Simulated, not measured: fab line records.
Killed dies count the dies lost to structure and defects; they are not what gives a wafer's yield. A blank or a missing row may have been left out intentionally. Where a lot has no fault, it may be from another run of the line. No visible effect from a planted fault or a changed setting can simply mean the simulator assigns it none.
fab line records	flow n5_finfet
record: lots: 7	wafers: 19	last_day: 18
route steps=1938 shown BEOL_M3@981 BEOL_M4@1111 PASSIVATION@1936
lots with no fault: from the same line, run without faults
start_h: start of the lot's first displayed wafer, in hours after the record's first day	wait_h: time in hours since the lot's previous step	" as in the row above	L1.1+2: several wafers, shown together as one row	- no value, or no start was given	* or withheld: withheld	< > ~ a bound
route shown NAME@n: names a module that has steps shown in the file, with the first one's number in the route	usual: the fault-free wafers' mean and standard deviation	same: alike in all rows	chamber/n: place in a boat	sites: per-site readings	_std_site: the standard deviation of these	_edge_site: the outer-site mean with the inner-site mean subtracted	radius_mm: for every site, how far away it sits from the centre of the wafer	mask NAME#n: copy n	behind: the tool/chamber that last shaped the wafer	hold: cause of the lot's hold/its duration in hours/its outcome	device: whichever transistor did not switch (one of n, p or np)	end of line: tests of these same wafers at the route's end	a step given without rows: its recipe and nothing more	killed: at the first sort, the dies lost to defects and structure; wafer yield is something else	map: the dies of a wafer, with x for killed, . for not killed, _ for no die there
set.NAME: the setting that was run; set.NAME@STEP: the one run at that earlier step	model.NAME: the simulator's own value behind a step, which no gauge read
lots at selected steps of the route; one table per step, one row per wafer
services: a tool's chamber out of use, with start hour (start_h, from the record's first day; less than 0 if before it), hours out, and reason
== steps ==
step: N5_BEOL_M3_ETCH_41
recipe: chemistry: CH3F/O2	target: SiCN	target_depth_a: 299	taper_deg: 2	time_s: 52.5	ion_energy_ev: 120	mask_material: TiN	pressure_mtorr: 30	source_w: 395	bias_w: 75	Ar_flow_sccm: 150	CH3F_flow_sccm: 30	O2_flow_sccm: 20
usual: CH3F_flow_sccm: 29.98/0.09	drypump_motor_current_A: 5.77/0.27	oes_product_au: 0.79/0.077	rf_vpp_V: 297.7/1.4	showerhead_plenum_p_Torr: 2.01/0.067	throttle_valve_pct: 16.28/0.27
same: time_s: 52.5
lot.wafer	tool	chamber	start_h	wait_h	CH3F_flow_sccm	drypump_motor_current_A	oes_product_au	rf_hours_counter_h	rf_vpp_V	showerhead_plenum_p_Torr	throttle_valve_pct
L934.2	rie_diel-06	1	-	-	30.08	5.41	0.77	148	299.6	2.07	16.32
L934.4	"	2	"	"	30.01	5.81	0.77	160	297.6	1.99	16.43
L934.6	"	1	"	"	30.04	5.41	0.76	-	300.5	2.07	16.30
L938.1	rie_diel-05	0	-	-	30.12	5.65	0.94	7	299.0	2.05	15.81
L938.4	"	0	"	"	30.24	5.63	0.94	-	298.4	2.05	15.81
L938.5	"	2	"	"	30.03	6.03	0.69	-	295.6	1.90	16.64
L952.3	rie_diel-05	3	-	-	29.86	5.63	0.86	46	298.6	2.03	16.23
L952.5	"	0	"	"	29.83	5.64	0.88	-	299.6	2.04	15.83
L950.2	rie_diel-03	3	-	-	30.02	5.46	0.78	143	296.0	1.93	16.44
L950.3	"	2	"	"	29.87	5.71	0.85	77	299.6	2.12	16.04
L953.1	rie_diel-03	3	-	-	30.03	5.46	0.76	157	295.0	1.92	16.48
L953.2	"	2	"	"	30.03	5.71	0.83	91	299.5	2.12	16.05
L953.6	"	1	"	"	30.02	6.32	0.69	-	298.5	2.07	16.10
L951.3	rie_diel-05	1	-	-	30.05	5.91	0.69	243	300.1	2.06	16.74
L951.4	"	0	"	"	30.09	5.64	0.88	37	298.9	2.04	15.85
L951.6	"	3	"	"	29.98	5.64	0.87	-	298.6	2.02	16.22
L956.1	rie_diel-05	0	-	-	29.93	5.65	0.87	38	299.6	2.04	15.86
L956.4	"	3	"	"	30.17	5.62	0.86	55	297.5	2.02	16.23
L956.6	"	3	"	"	30.14	5.62	0.87	-	298.3	2.02	16.22
step: N5_BEOL_M3_STRIP_97
recipe: chemistry: N2/H2	time_s: 10	power_w: 450	temp_c: 40	pressure_mtorr: 20	rf_frequency_hz: 6e+07	bias_power_w: 7	n2_flow_sccm: 200	h2_flow_sccm: 200
step: N5_BEOL_M3_OCD_MEAS_38
usual: trench_depth_nm: 55.5/1
lot.wafer	tool	chamber	start_h	wait_h	trench_depth_nm
L934.2	ocd-01	-	161.44	-	55.2
L934.4	"	-	"	"	55.3
L934.6	"	-	"	"	54.8
L938.1	ocd-02	-	199.75	-	55.2
L938.4	"	-	"	"	54.1
L938.5	"	-	"	"	54.8
L952.3	ocd-01	-	261.89	-	56.6
L952.5	"	-	"	"	55.4
L950.2	ocd-02	-	267.63	-	55.7
L950.3	"	-	"	"	55.5
L953.1	ocd-02	-	295.44	-	55.2
L953.2	"	-	"	"	56.2
L953.6	"	-	"	"	53.3
L951.3	ocd-02	-	298.59	-	55.3
L951.4	"	-	"	"	55.7
L951.6	"	-	"	"	57.6
L956.1	ocd-02	-	299.31	-	55.4
L956.4	"	-	"	"	56.6
L956.6	"	-	"	"	57.1
step: N5_BEOL_M3_HM_STRIP_39
recipe: chemistry: peroxide_tin_strip	material: TiN	target_depth_a: 250	temp_c: 50	time_s: 158
step: N5_BEOL_M3_SRD_40
recipe: time_s: 30	temp_c: 23	rinse_liquid: diw	dry: ipa_marangoni
step: N5_BEOL_M3_PRECLEAN_42
recipe: chemistry: residue_remover	time_s: 60	temp_c: 40
step: N5_BEOL_M3_SRD_43
recipe: time_s: 30	temp_c: 23	rinse_liquid: diw	dry: ipa_marangoni
step: N5_BEOL_M3_CD_MEAS_35
recipe: target_cd_nm: 18	target_cd_y_nm: 21	polarity: opening
usual: cd_nm: 18.1/0.34
lot.wafer	tool	chamber	start_h	wait_h	cd_nm
L934.2	cd_sem-02	-	161.59	0.0	17.7
L934.4	"	-	"	"	18.3
L934.6	"	-	"	"	17.6
L938.1	cd_sem-02	-	199.90	0.0	18.1
L938.4	"	-	"	"	18.1
L938.5	"	-	"	"	18.5
L952.3	cd_sem-01	-	262.05	0.0	18.3
L952.5	"	-	"	"	18.3
L950.2	cd_sem-03	-	267.79	0.0	18.1
L950.3	"	-	"	"	17.9
L953.1	cd_sem-01	-	295.59	0.0	18.4
L953.2	"	-	"	"	17.8
L953.6	"	-	"	"	17.8
L951.3	cd_sem-03	-	298.74	0.0	18.3
L951.4	"	-	"	"	17.8
L951.6	"	-	"	"	17.9
L956.1	cd_sem-01	-	299.46	0.0	18.1
L956.4	"	-	"	"	17.7
L956.6	"	-	"	"	17.8
step: N5_BEOL_M3_DEGAS_44
recipe: ambient: vacuum	temp_c: 250	time_s: 60
usual: heater_power_w: 329/31
same: time_s: 60
lot.wafer	tool	chamber	start_h	wait_h	heater_power_w
L934.2	pvd_sputter-01	-	162.28	0.7	343
L934.4	"	-	"	"	316
L934.6	"	-	"	"	296
L938.1	pvd_sputter-03	-	200.79	0.9	358
L938.4	"	-	"	"	300
L938.5	"	-	"	"	299
L952.3	pvd_sputter-03	-	262.30	0.2	305
L952.5	"	-	"	"	302
L950.2	pvd_sputter-02	-	268.26	0.5	347
L950.3	"	-	"	"	334
L953.1	pvd_sputter-02	-	295.75	0.1	349
L953.2	"	-	"	"	328
L953.6	"	-	"	"	293
L951.3	pvd_sputter-03	-	299.04	0.3	407
L951.4	"	-	"	"	318
L951.6	"	-	"	"	313
L956.1	pvd_sputter-01	-	299.50	0.0	313
L956.4	"	-	"	"	304
L956.6	"	-	"	"	303
step: N5_BEOL_M3_PRE_CLEAN_45
recipe: gas: H2/He	time_s: 30	temp_c: 250
usual: heater_power_w: 328/31
same: time_s: 30
lot.wafer	tool	chamber	start_h	wait_h	heater_power_w
L934.2	pvd_sputter-01	-	162.32	0.0	331
L934.4	"	-	"	"	315
L934.6	"	-	"	"	307
L938.1	pvd_sputter-03	-	200.83	0.0	356
L938.4	"	-	"	"	298
L938.5	"	-	"	"	300
L952.3	pvd_sputter-03	-	262.34	0.0	320
L952.5	"	-	"	"	312
L950.2	pvd_sputter-02	-	268.30	0.0	346
L950.3	"	-	"	"	336
L953.1	pvd_sputter-02	-	295.79	0.0	338
L953.2	"	-	"	"	334
L953.6	"	-	"	"	276
L951.3	pvd_sputter-03	-	299.08	0.0	409
L951.4	"	-	"	"	324
L951.6	"	-	"	"	318
L956.1	pvd_sputter-01	-	299.54	0.0	316
L956.4	"	-	"	"	305
L956.6	"	-	"	"	308
step: N5_BEOL_M3_ALD_84
recipe: material: TaN	target_thk_a: *	temp_c: 275	ald_precursor_family: PDMAT	ald_co_reactant: NH3	pressure_torr: 3	carrier_flow_sccm: 1500	pulse_time_s: 2	purge_time_s: 3	co_reactant_purge_time_s: 2	co_reactant_pulse_time_s: 3	ald_cycles: 30	precursor_vessel_temp_c: 75	precursor_vessel_pressure_torr: 26.25	precursor_vessel_carrier_sccm: 1000
usual: heater_power_w: 411/40	precursor_vessel_carrier_sccm: 1000.2/2.8
lot.wafer	tool	chamber	start_h	wait_h	heater_power_w	precursor_vessel_carrier_sccm
L934.2	ald_metal-01	2	162.40	0.1	379	1004.3
L934.4	"	1	"	"	388	1002.1
L934.6	"	1	"	"	388	1003.0
L938.1	ald_metal-01	1	201.04	0.2	391	999.3
L938.4	"	2	"	"	372	1000.2
L938.5	"	0	"	"	471	999.1
L952.3	ald_metal-02	1	262.43	0.1	384	1004.5
L952.5	"	0	"	"	489	999.7
L950.2	ald_metal-01	3	268.38	0.1	441	997.6
L950.3	"	2	"	"	382	998.3
L953.1	ald_metal-01	0	295.85	0.0	467	1001.9
L953.2	"	1	"	"	394	1000.2
L953.6	"	1	"	"	390	1002.4
L951.3	ald_metal-04	1	299.14	0.0	401	1004.5
L951.4	"	1	"	"	402	1001.6
L951.6	"	2	"	"	405	1003.0
L956.1	ald_metal-04	0	299.66	0.1	341	995.4
L956.4	"	1	"	"	405	1000.6
L956.6	"	0	"	"	343	999.7
step: N5_BEOL_M3_SURFACE_TREAT_85
recipe: gas: Ar	time_s: *	ion_energy_ev: *	ion_current_ma_cm2: 0.5	pressure_mtorr: *	ar_flow_sccm: 30
usual: throttle_valve_pct: *
same: time_s: *
lot.wafer	tool	chamber	start_h	wait_h	throttle_valve_pct
L934.2	pvd_sputter-02	-	162.66	0.2	*
L934.4	"	-	"	"	*
L934.6	"	-	"	"	*
L938.1	pvd_sputter-02	-	201.32	0.2	*
L938.4	"	-	"	"	*
L938.5	"	-	"	"	*
L952.3	pvd_sputter-01	-	262.68	0.1	*
L952.5	"	-	"	"	*
L950.2	pvd_sputter-03	-	268.68	0.2	*
L950.3	"	-	"	"	*
L953.1	pvd_sputter-02	-	296.15	0.2	*
L953.2	"	-	"	"	*
L953.6	"	-	"	"	*
L951.3	pvd_sputter-03	-	299.38	0.1	*
L951.4	"	-	"	"	*
L951.6	"	-	"	"	*
L956.1	pvd_sputter-01	-	299.89	0.1	*
L956.4	"	-	"	"	*
L956.6	"	-	"	"	*
step: N5_BEOL_M3_CVD_47
recipe: material: Co	target_thk_a: 30	temp_c: withheld	precursor: CCTBA/H2	pressure_torr: 30	time_s: 223.8
usual: run_length_s: 246.7/0.52
lot.wafer	tool	chamber	start_h	wait_h	run_length_s
L934.2	cvd_co-01	2	162.74	0.1	247.1
L934.4	"	0	"	"	246.2
L934.6	"	1	"	"	247.1
L938.1	cvd_co-02	1	201.38	0.0	246.6
L938.4	"	1	"	"	246.6
L938.5	"	0	"	"	246.9
L952.3	cvd_co-01	0	262.75	0.1	148.6
L952.5	"	1	"	"	247.2
L950.2	cvd_co-01	1	268.76	0.1	246.7
L950.3	"	2	"	"	149.2
L953.1	cvd_co-02	2	296.21	0.0	245.8
L953.2	"	0	"	"	246.8
L953.6	"	2	"	"	246.2
L951.3	cvd_co-01	1	299.44	0.0	149.4
L951.4	"	0	"	"	148.8
L951.6	"	2	"	"	246.8
L956.1	cvd_co-02	2	300.07	0.2	246.1
L956.4	"	0	"	"	247.8
L956.6	"	2	"	"	246.0
step: N5_BEOL_M3_SPUTTER_48
recipe: material: Cu	target_thk_a: 45	temp_c: -20	chamber_pressure_pa: 0.07	power_w: withheld	time_s: 8.29
step: N5_BEOL_M4_RC_MEAS_101
usual: DIBL_N: 36.0/2	DIBL_P: 36.2/2.2	IOFF_N: 0.16/0.034	IOFF_P: 0.21/0.04	ION_N: 675/12	ION_P: 463/7.2	SS_N: 71.6/0.6	SS_P: 73.3/0.67	VT_N: 250/3	VT_P: -251/3.4
lot.wafer	tool	chamber	start_h	wait_h	DIBL_N[mV/V]	DIBL_P[mV/V]	IOFF_N[nA/um]	IOFF_P[nA/um]	ION_N[uA/um]	ION_P[uA/um]	SS_N[mV/dec]	SS_P[mV/dec]	VT_N[mV]	VT_P[mV]
L934.2	prober-01	0	178.76	0.2	34.6	34.8	0.15	0.20	684	464	70.9	73.5	251	-249
L934.4	"	0	"	"	35.3	35.7	0.15	0.21	678	462	71.7	73.5	252	-247
L934.6	"	0	"	"	35.3	36.3	0.16	0.21	678	464	71.3	73.9	251	-250
L938.1	prober-02	0	215.20	0.0	37.3	37.3	0.19	0.21	681	461	72.3	73.5	247	-252
L938.4	"	0	"	"	33.7	32.7	0.13	0.15	669	454	70.9	73.0	251	-257
L938.5	"	0	"	"	34.7	33.7	0.14	0.16	668	449	71.6	72.6	249	-256
L952.3	prober-02	0	275.43	0.3	34.7	35.6	0.16	0.24	686	474	70.8	73.3	248	-246
L952.5	"	0	"	"	34.0	33.5	0.14	0.20	660	460	71.3	72.9	251	-250
L950.2	prober-02	0	279.87	0.2	34.0	35.0	0.12	0.19	664	466	70.8	73.1	256	-253
L950.3	"	0	"	"	36.2	36.1	0.16	0.20	675	463	71.2	72.9	252	-252
L953.1	prober-02	0	308.93	0.0	38.3	37.7	0.18	0.22	672	460	71.9	73.9	252	-249
L953.2	"	0	"	"	36.7	36.8	0.16	0.21	687	472	72.0	73.7	250	-248
L953.6	"	0	"	"	37.5	37.7	0.17	0.23	670	466	72.0	74.0	253	-251
L951.3	prober-01	0	312.86	1.0	36.8	36.8	0.18	0.24	684	467	71.7	73.1	250	-249
L951.4	"	0	"	"	35.8	35.7	0.16	0.22	675	464	71.6	73.1	250	-250
L951.6	"	0	"	"	35.8	35.8	0.15	0.21	674	463	72.2	73.4	252	-250
L956.1	prober-01	0	316.99	0.0	34.8	34.2	0.13	0.17	674	461	71.5	73.4	254	-253
L956.4	"	0	"	"	34.8	34.1	0.13	0.18	665	458	71.5	73.5	253	-253
L956.6	"	0	"	"	36.5	36.2	0.16	0.20	680	463	71.9	74.2	252	-252
step: N5_PASSIVATION_PROBE_49
usual: defect_limited_yield: 91.5/1.5	killed_at_M0_to_M3: 33/10	killed_at_M4_up: 15/6.4	killed_at_contacts: 12/5.4	killed_at_front_end: 38/9.8	killed_at_other: 4/3.1	killed_dies: 101/18	killed_on_rim: 13/3.9	killed_open: 67/14	killed_short: 33/7.9	sort_bin_5_function: 5.0/1	sort_bin_6_memory: 3.2/0.67	sort_n_pass: 1079/18	sort_yield_pct: 91.5/1.5
same: gross_dies: 1180	killed_at_back_side: 0	sort_bin_4_leakage[%]: 0	sort_bin_8_speed[%]: 0
lot.wafer	tool	chamber	start_h	wait_h	defect_limited_yield[%]	killed_at_M0_to_M3	killed_at_M4_up	killed_at_contacts	killed_at_front_end	killed_at_other	killed_dies	killed_on_rim	killed_open	killed_short	sort_bin_5_function[%]	sort_bin_6_memory[%]	sort_n_pass	sort_yield_pct[%]
L938.1	prober-02	-	361.60	0.0	89.4	59	12	9	45	0	125	14	92	32	6.6	3.6	1055	89.4
L938.4	prober-02	-	361.75	0.2	90.4	54	9	16	32	2	113	11	81	31	5.8	3.6	1067	90.4
L938.5	prober-02	-	361.80	0.2	90.4	33	12	26	39	3	113	16	78	34	5.4	3.8	1067	90.4
L952.3	prober-01	-	401.16	0.1	90.3	32	19	4	55	4	114	14	70	40	5.0	4.1	1066	90.3
L953.1	prober-02	-	435.74	0.0	89.7	50	14	13	41	4	122	17	83	39	6.1	3.6	1058	89.7
L953.2	prober-02	-	435.79	0.1	91.6	34	11	17	33	4	99	11	56	41	5.4	2.4	1081	91.6
L953.6	prober-02	-	435.99	0.3	92.5	36	9	11	23	9	88	9	68	20	4.6	2.6	1092	92.5
killed by level:class
L938.1 BEOL_M1:geometric_particle:open=20 STI_FIN_REVEAL:geometric_particle:open=17 BEOL_M3:geometric_particle:open=16 BEOL_M2:geometric_particle:open=6 MOL_CONTACT_COAG:geometric_particle:open=5 GATE_CUT:geometric_particle:short=4 GATE_CUT:geometric_particle:open=4 MOL_CONTACT_COAG:geometric_particle:short=4
L938.4 BEOL_M2:geometric_particle:open=13 MOL_CONTACT_COAG:geometric_particle:open=13 BEOL_M3:geometric_particle:open=10 BEOL_M1:geometric_particle:open=10 BEOL_M0_SAQP:geometric_particle:open=6 STI_FIN_REVEAL:geometric_particle:open=5 DUMMY_GATE:geometric_particle:open=5 BEOL_M0_SAQP:geometric_particle:short=5
L938.5 MOL_CONTACT_COAG:geometric_particle:open=22 BEOL_M2:geometric_particle:open=9 BEOL_M0_SAQP:geometric_particle:open=7 BEOL_M1:geometric_particle:open=7 FIN_SAQP:geometric_particle:open=5 STI_FIN_REVEAL:geometric_particle:open=5 STARTING-WAFER:geometric_particle:open=5 FIN_SAQP:geometric_particle:short=4
L952.3 FIN_SAQP:geometric_particle:short=14 FIN_SAQP:geometric_particle:open=9 DUMMY_GATE:geometric_particle:open=9 BEOL_M0_SAQP:geometric_particle:open=9 BEOL_M0_SAQP:geometric_particle:short=9 BEOL_M4:geometric_particle:open=9 GATE_CUT:geometric_particle:open=7 BEOL_M2:geometric_particle:open=4
L953.1 FIN_SAQP:geometric_particle:short=13 MOL_CONTACT_COAG:geometric_particle:open=13 BEOL_M3:geometric_particle:open=11 BEOL_M1:geometric_particle:open=10 FIN_SAQP:geometric_particle:open=9 BEOL_M2:geometric_particle:open=6 DUMMY_GATE:geometric_particle:open=6 BEOL_M0:geometric_particle:open=6
L953.2 MOL_CONTACT_COAG:geometric_particle:open=13 BEOL_M2:geometric_particle:open=9 FIN_SAQP:geometric_particle:short=8 BEOL_M0_SAQP:geometric_particle:short=8 STI_FIN_REVEAL:geometric_particle:open=7 BEOL_M1:geometric_particle:open=6 BEOL_M3:geometric_particle:open=5 FIN_SAQP:geometric_particle:open=4
L953.6 MOL_CONTACT_COAG:geometric_particle:open=10 FIN_SAQP:geometric_particle:open=8 BEOL_M0_SAQP:geometric_particle:open=7 BEOL_M2:geometric_particle:open=6 BEOL_M2:geometric_particle:short=5 BEOL_M0:geometric_particle:open=5 BEOL_M3:geometric_particle:open=5 FIN_SAQP:geometric_particle:short=4
== services ==
tool	chamber	start_h	hours	kind
rie_diel-05	0	154.46	-	clean
rie_diel-05	0	154.46	-	consumable_replace:focus_ring
rie_diel-05	0	154.46	21.4	scheduled_down
rie_diel-05	0	154.46	21.4	vent_cycle
rie_diel-03	-	157.42	0.6	repair
rie_diel-03	3	181.91	13.3	repair
rie_diel-05	3	199.25	6.7	repair
rie_diel-05	-	215.61	0.7	repair
cvd_co-01	2	231.13	12.4	repair
rie_diel-05	3	239.24	9.6	repair
ald_metal-04	3	248.32	174.3	repair
rie_diel-06	2	252.13	10.8	repair
rie_diel-06	0	256.55	7.3	repair
rie_diel-06	1	257.61	3.4	repair
rie_diel-03	1	264.32	8.9	repair
rie_diel-05	-	264.84	14.6	pm
pvd_sputter-01	-	272.12	7.8	repair
rie_diel-06	3	291.33	1.9	repair
ald_metal-01	-	298.52	1.6	repair
== key ==
first_sign: step: N5_BEOL_M3_CVD_47	reading: run_length_s	direction: down	sigmas: 99+	usual: *	struck: *
effect none on later readings
met_at N5_BEOL_M3_CVD_47
struck_wafers L950.3,L951.3,L951.4,L952.3
onset_between 162.74 262.75
fault: kind: process_parameter_drift	tool: cvd_co-01	chamber: -	onset_h: 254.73	steps: N5_BEOL_M3_CVD_47	channel: time_s	offset: *	shape: step	end_h: 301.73	scope: struck_wafers_only	acts_in: *	stated: *
